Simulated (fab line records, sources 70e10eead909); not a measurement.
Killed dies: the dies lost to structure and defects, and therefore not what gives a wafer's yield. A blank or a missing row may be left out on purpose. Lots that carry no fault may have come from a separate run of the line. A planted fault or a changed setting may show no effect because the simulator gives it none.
fab line records    flow nandHarc
record: lots: 15  wafers: 45  lastDay: 34
route steps=1302 shown P_GATE@170 P_CONTACT@217
lots with no fault: from the same line, run without faults
startH: hours from the record's opening day to when the first of the lot's shown wafers began    waitH: hours from the lot's prior step to this one    " repeats the value in the row above    L1.1+2: one row covering several wafers at once    - no value present, or no start provided    * or withheld: withheld    < > ~ a bound
route shown NAME@n: names a module that has steps shown in the file, with the first one's number in the route    usual: the fault-free wafers' mean and standard deviation    same: alike in all rows    chamber/n: place in a boat    sites: each site's reading    _std_site: standard deviation of those values    _edge_site: inner sites' mean taken away from outer sites' mean    radiusMm: how far each site lies from the wafer's centre    mask NAME#n: copy n    behind: the last tool/chamber to shape the wafer    hold: what put the lot on hold/how long, in hours/how the hold closed    device: the n, p or np transistor that did not switch    end of line: tests run on the same wafers once the route is complete    a step without rows: its recipe alone    killed: the dies lost at the first sort to structure and to defects; this is not the yield of the wafer    map: shows each die of a wafer: x if killed, . if not, _ if none is there
set.NAME: the setting as run; set.NAME@STEP: as run at that earlier step    model.NAME: the simulator's own value behind a step, which no gauge read
one table for each step of the route and one row for each wafer, over a sample of lots
services: when a tool's chamber went out of use (startH, in hours from the record's first day, below 0 if earlier), for how many hours, and the reason
== steps ==
step: NHARC_P_GATE_CD_MEAS_46
recipe: targetCdNm: 720  landingEnergyEv: 500
usual: cdNm: 719.8/1.4
lot.wafer  tool      chamber  startH  waitH  cdNm
L232.2     cdSem-02  0        106.43  -      720.8
L232.4     "         0        "       "      719.1
L232.5     "         0        "       "      719.5
L233.2     cdSem-03  0        119.80  -      717.8
L233.3     "         0        "       "      717.4
L233.5     "         0        "       "      719.4
L234.1     cdSem-03  0        130.83  -      722.3
L234.2     "         0        "       "      720.4
L234.4     "         0        "       "      720.3
L236.2     cdSem-03  0        152.59  -      719.7
L236.3     "         0        "       "      720.5
L236.6     "         0        "       "      719.2
L238.3     cdSem-02  0        170.13  -      718.3
L238.4     "         0        "       "      718.0
L238.6     "         0        "       "      717.7
L239.1     cdSem-01  0        180.18  -      719.1
L239.5     "         0        "       "      719.2
L239.6     "         0        "       "      720.5
L240.2     cdSem-03  0        196.02  -      720.6
L240.5     "         0        "       "      719.4
L240.6     "         0        "       "      719.9
L246.3     cdSem-02  0        254.21  -      718.7
L246.4     "         0        "       "      719.7
L246.6     "         0        "       "      716.5
L247.2     cdSem-02  0        260.00  -      721.8
L247.3     "         0        "       "      719.6
L247.6     "         0        "       "      721.2
L248.1     cdSem-02  0        271.73  -      719.7
L248.2     "         0        "       "      719.9
L248.6     "         0        "       "      720.7
L249.2     cdSem-03  0        282.99  -      719.9
L249.3     "         0        "       "      721.3
L249.6     "         0        "       "      719.5
L253.1     cdSem-01  0        316.84  -      720.3
L253.2     "         0        "       "      721.1
L253.5     "         0        "       "      718.8
L252.1     cdSem-02  0        318.13  -      720.5
L252.2     "         0        "       "      721.6
L252.5     "         0        "       "      723.1
L254.1     cdSem-03  0        332.02  -      719.6
L254.3     "         0        "       "      720.4
L254.4     "         0        "       "      720.0
L255.2     cdSem-02  0        348.14  -      721.1
L255.5     "         0        "       "      720.0
L255.6     "         0        "       "      721.5
step: NHARC_P_GATE_STRIP_112
recipe: powerW: 1500  tempC: 110  timeS: 200  chemistry: N2/H2
usual: drypumpMotorCurrentA: 5.7/0.38  heaterPowerW: 90/9.3
lot.wafer  tool            chamber  startH  waitH  drypumpMotorCurrentA  heaterPowerW  rfHoursCounterH
L232.2     plasmaAsher-02  1        108.75  0.2    5.3                   103           6
L232.4     "               1        "       "      5.3                   101           -
L232.5     "               1        "       "      5.4                   103           -
L233.2     plasmaAsher-01  1        122.10  0.3    5.3                   78            28
L233.3     "               1        "       "      5.3                   80            -
L233.5     "               1        "       "      5.3                   77            -
L234.1     plasmaAsher-02  1        132.99  0.2    5.4                   101           10
L234.2     "               0        "       "      5.9                   93            10
L234.4     "               0        "       "      5.8                   91            -
L236.2     plasmaAsher-02  0        155.35  0.3    5.8                   91            14
L236.3     "               1        "       "      5.4                   102           -
L236.6     "               1        "       "      5.4                   102           -
L238.3     plasmaAsher-02  1        172.48  0.2    5.4                   102           -
L238.4     "               0        "       "      5.8                   93            -
L238.6     "               0        "       "      5.8                   91            -
L239.1     plasmaAsher-01  1        182.48  0.2    5.3                   77            1
L239.6     "               1        "       "      5.3                   80            -
L239.5     "               0        "       "      6.3                   82            -
L240.2     plasmaAsher-01  0        198.34  0.2    6.2                   82            3
L240.6     "               1        "       "      5.3                   76            -
L240.5     "               0        "       "      6.3                   85            -
L246.4     plasmaAsher-01  0        256.61  0.4    6.3                   83            -
L246.3     "               1        "       "      5.3                   80            -
L246.6     "               1        "       "      5.3                   80            -
L247.2     plasmaAsher-02  1        262.34  0.2    5.4                   105           2
L247.3     "               1        "       "      5.4                   101           -
L247.6     "               0        "       "      5.8                   92            -
L248.1     plasmaAsher-01  0        273.92  0.2    6.3                   83            17
L248.2     "               1        "       "      5.3                   77            17
L248.6     "               1        "       "      5.3                   79            -
L249.2     plasmaAsher-01  1        285.49  0.3    5.3                   78            19
L249.3     "               1        "       "      5.3                   81            -
L249.6     "               1        "       "      5.3                   78            -
L253.1     plasmaAsher-02  1        319.13  0.2    5.3                   103           11
L253.2     "               0        "       "      5.8                   90            11
L253.5     "               0        "       "      5.8                   94            -
L252.1     plasmaAsher-01  0        320.30  0.2    6.3                   82            26
L252.2     "               1        "       "      5.3                   80            26
L252.5     "               0        "       "      6.3                   82            -
L254.1     plasmaAsher-01  0        334.31  0.2    6.3                   81            29
L254.3     "               0        "       "      6.3                   81            -
L254.4     "               1        "       "      5.3                   79            -
L255.2     plasmaAsher-02  0        350.47  0.2    5.9                   92            19
L255.6     "               1        "       "      5.4                   105           -
L255.5     "               0        "       "      5.8                   91            -
step: NHARC_P_GATE_RTA_64
recipe: tempC: 1050  timeS: 1
usual: lampPowerPct: 38/4.1  wafer_temp_C_max: 1056.3/1.4
lot.wafer  tool          chamber  startH  waitH  lampPowerPct  wafer_temp_C_max
L232.2     rtpAnneal-02  0        111.73  -      41            1054.4
L232.4     "             0        "       "      41            1055.9
L232.5     "             0        "       "      41            1056.4
L233.2     rtpAnneal-02  0        125.07  -      41            1058.6
L233.3     "             0        "       "      41            1057.6
L233.5     "             0        "       "      41            1058.1
L234.1     rtpAnneal-02  0        136.02  -      41            1056.8
L234.2     "             0        "       "      41            1056.1
L234.4     "             0        "       "      41            1056.8
L236.2     rtpAnneal-01  0        158.35  -      33            1055.9
L236.3     "             0        "       "      33            1055.5
L236.6     "             0        "       "      33            1056.0
L238.3     rtpAnneal-01  0        175.49  -      33            1058.3
L238.4     "             0        "       "      33            1057.0
L238.6     "             0        "       "      33            1054.7
L239.1     rtpAnneal-02  0        185.35  -      41            1056.0
L239.5     "             0        "       "      41            1055.8
L239.6     "             0        "       "      41            1055.2
L240.2     rtpAnneal-02  0        201.19  -      41            1058.2
L240.5     "             0        "       "      41            1054.8
L240.6     "             0        "       "      41            1056.0
L246.3     rtpAnneal-02  0        259.57  -      41            1057.0
L246.4     "             0        "       "      41            1056.2
L246.6     "             0        "       "      41            1055.6
L247.2     rtpAnneal-02  0        265.41  -      41            1057.9
L247.3     "             0        "       "      41            1056.8
L247.6     "             0        "       "      41            1057.7
L248.1     rtpAnneal-02  0        277.06  -      41            1060.2
L248.2     "             0        "       "      41            1058.5
L248.6     "             0        "       "      41            1056.0
L249.2     rtpAnneal-02  0        288.39  -      41            1057.0
L249.3     "             0        "       "      41            1057.6
L249.6     "             0        "       "      41            1058.2
L253.1     rtpAnneal-02  0        322.12  -      41            1055.5
L253.2     "             0        "       "      41            1057.8
L253.5     "             0        "       "      41            1056.2
L252.1     rtpAnneal-02  0        323.30  -      41            1057.3
L252.2     "             0        "       "      41            1054.3
L252.5     "             0        "       "      41            1057.3
L254.1     rtpAnneal-01  0        337.37  -      33            1053.5
L254.3     "             0        "       "      33            1055.4
L254.4     "             0        "       "      33            1055.0
L255.2     rtpAnneal-01  0        353.46  -      33            1055.6
L255.5     "             0        "       "      33            1056.3
L255.6     "             0        "       "      33            1054.6
step: NHARC_P_CONTACT_DEP_30
recipe: targetThkA: 300  tempC: 400  targetThkNm: 30  flowSccm: 200  rfW: 450  material: SiNx
usual: heaterPowerOuterW: 417/82  heaterPowerW: 707/110
lot.wafer  tool      chamber  startH  waitH  heaterPowerOuterW  heaterPowerW
L232.2     pecvd-01  2        113.03  0.1    260                499
L232.5     "         0        "       "      514                852
L232.4     "         1        "       "      463                785
L233.2     pecvd-02  1        126.36  0.1    321                586
L233.3     "         0        "       "      534                867
L233.5     "         2        "       "      487                758
L234.2     pecvd-03  0        137.49  0.1    381                649
L234.1     "         1        "       "      362                729
L234.4     "         0        "       "      388                650
L236.2     pecvd-01  1        159.65  0.1    473                756
L236.3     "         0        "       "      447                780
L236.6     "         1        "       "      471                777
L236.2     pecvd-01  1        160.12  -      460                780
L236.3     "         0        "       "      462                796
L236.6     "         1        "       "      457                778
L238.3     pecvd-02  0        176.81  0.1    433                726
L238.4     "         0        "       "      445                719
L238.6     "         2        "       "      461                722
L239.1     pecvd-02  1        186.78  0.1    359                616
L239.5     "         2        "       "      426                660
L239.6     "         0        "       "      454                738
L239.1     pecvd-02  1        187.63  -      345                608
L239.5     "         2        "       "      426                683
L239.6     "         0        "       "      438                746
L240.2     pecvd-03  2        202.59  0.1    555                868
L240.6     "         1        "       "      443                828
L240.5     "         2        "       "      563                858
L246.3     pecvd-01  0        260.94  0.1    545                891
L246.4     "         1        "       "      372                655
L246.6     "         2        "       "      251                486
L246.3     pecvd-01  0        261.69  -      540                907
L246.4     "         1        "       "      369                654
L246.6     "         2        "       "      245                489
L247.2     pecvd-02  1        266.71  0.1    394                701
L247.3     "         0        "       "      439                726
L247.6     "         1        "       "      403                681
L248.1     pecvd-02  1        278.39  0.1    395                655
L248.2     "         0        "       "      524                870
L248.6     "         2        "       "      358                595
L249.3     pecvd-03  2        289.68  0.1    496                773
L249.2     "         0        "       "      399                689
L249.6     "         0        "       "      417                688
L253.1     pecvd-02  2        323.44  0.1    378                623
L253.2     "         1        "       "      359                615
L253.5     "         2        "       "      372                617
L252.1     pecvd-01  2        324.66  0.1    285                535
L252.2     "         0        "       "      467                799
L252.5     "         1        "       "      445                755
L254.1     pecvd-01  0        338.72  0.1    478                796
L254.3     "         2        "       "      299                545
L254.4     "         2        "       "      302                557
L255.2     pecvd-02  0        354.79  0.1    545                876
L255.5     "         2        "       "      418                632
L255.6     "         1        "       "      372                634
== services ==
tool            chamber  startH  hours  kind
pecvd-01        2        95.28   5.4    repair
pecvd-01        2        128.97  5.6    repair
pecvd-01        -        130.40  13.0   pm
plasmaAsher-02  -        134.63  2.4    repair
pecvd-03        0        143.86  5.2    repair
plasmaAsher-01  -        165.72  9.0    pm
plasmaAsher-01  0        165.72  9.0    ventCycle
plasmaAsher-01  1        165.72  9.0    ventCycle
plasmaAsher-01  0        174.72  -      clean
plasmaAsher-01  1        174.72  -      clean
pecvd-03        -        185.00  13.0   pm
pecvd-03        -        206.07  1.2    repair
pecvd-03        -        213.47  0.6    repair
pecvd-02        -        227.00  13.0   pm
pecvd-02        0        227.00  13.0   ventCycle
pecvd-02        1        227.00  13.0   ventCycle
pecvd-02        2        227.00  13.0   ventCycle
plasmaAsher-01  -        227.23  19.9   repair
plasmaAsher-02  -        230.52  4.0    repair
plasmaAsher-02  -        249.00  9.0    pm
pecvd-02        0        301.66  4.5    repair
pecvd-01        -        311.40  13.0   pm
pecvd-03        -        314.03  2.2    repair
plasmaAsher-01  -        342.72  9.0    pm
== key ==
firstSign: step: NHARC_P_CONTACT_DEP_30  reading: visit  direction: added
effect none on later readings
metAt NHARC_P_CONTACT_DEP_30
struckLots L236,L239,L246
sortLeftOut L236.2,L236.3,L236.6,L239.1,L239.5,L239.6,L246.3,L246.4,L246.6
testerLeftOut L236,L239,L246
notActingAt NHARC_P_GATE_CD_MEAS_46,NHARC_P_GATE_STRIP_112,NHARC_P_GATE_RTA_64
fault: kind: repeatedStepWhole  tool: pecvd-01,pecvd-02,pecvd-03  chamber: -  onsetH: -  steps: NHARC_P_CONTACT_DEP_30  times: 1  scope: struckLotsOnly
testerLeftOut: of these lots the tester's yield and bins aren't shown, on N5 and GAA mostly nor the transistor test; their killed dies are dies lost to structure and defects alone, not to doping, threshold or leakage, so they don't give the yield
sortLeftOut: the simulated sort isn't trusted on such a fault, so these wafers' sort isn't shown, and their yield isn't known
